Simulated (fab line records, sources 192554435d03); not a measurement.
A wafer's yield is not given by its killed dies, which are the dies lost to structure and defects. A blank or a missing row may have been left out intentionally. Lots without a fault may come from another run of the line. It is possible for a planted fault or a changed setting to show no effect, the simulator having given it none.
Chamber matching -- flow n5_finfet -- N5_SDB_HM_OPEN_20 on rie_diel-02 has 4 sister chambers
The step chemistry CH3F/O2, target SiNx, stops on poly-Si, target depth 24 nm. 4 wafers are shown with their chamber, then 8 later ones without.

WAFERS PAIRED WITH THEIR CHAMBERS
wafer,chamber,drypump_motor_current_A (A)
L088.5,0,6.5
L090.2,3,4.9
L090.5,1,5.7
L092.2,2,5.6

WAFERS MISSING THEIR CHAMBER
wafer,drypump_motor_current_A (A)
L092.3,4.9
L092.4,5.7
L093.3,6.5
L093.4,4.9
L093.5,5.7
L097.1,4.9
L097.3,5.6
L097.4,6.4

WHICH CHAMBER EACH WENT THROUGH
wafer,from the rows above,in truth
L092.3,3,3
L092.4,1,1
L093.3,0,0
L093.4,3,3
L093.5,1,1
L097.1,3,3
L097.3,2,2
L097.4,0,0
Correctly placed: 8 of 8. From these rows, 0 cannot be placed. Number placed wrongly: 0.
How it was worked out, from the rows above alone: a wafer's distance from a chamber is the root of the sum, over the readings, of the square of ((its reading less the chamber's mean) divided by the reading's scatter). The wafer belongs to the nearest chamber; if the next one is less than 2 further off, it can't be placed. A chamber's mean is the mean of its shown wafers. The scatter: root of mean squared gap, hidden wafer to nearest shown wafer, with one shown wafer a chamber.
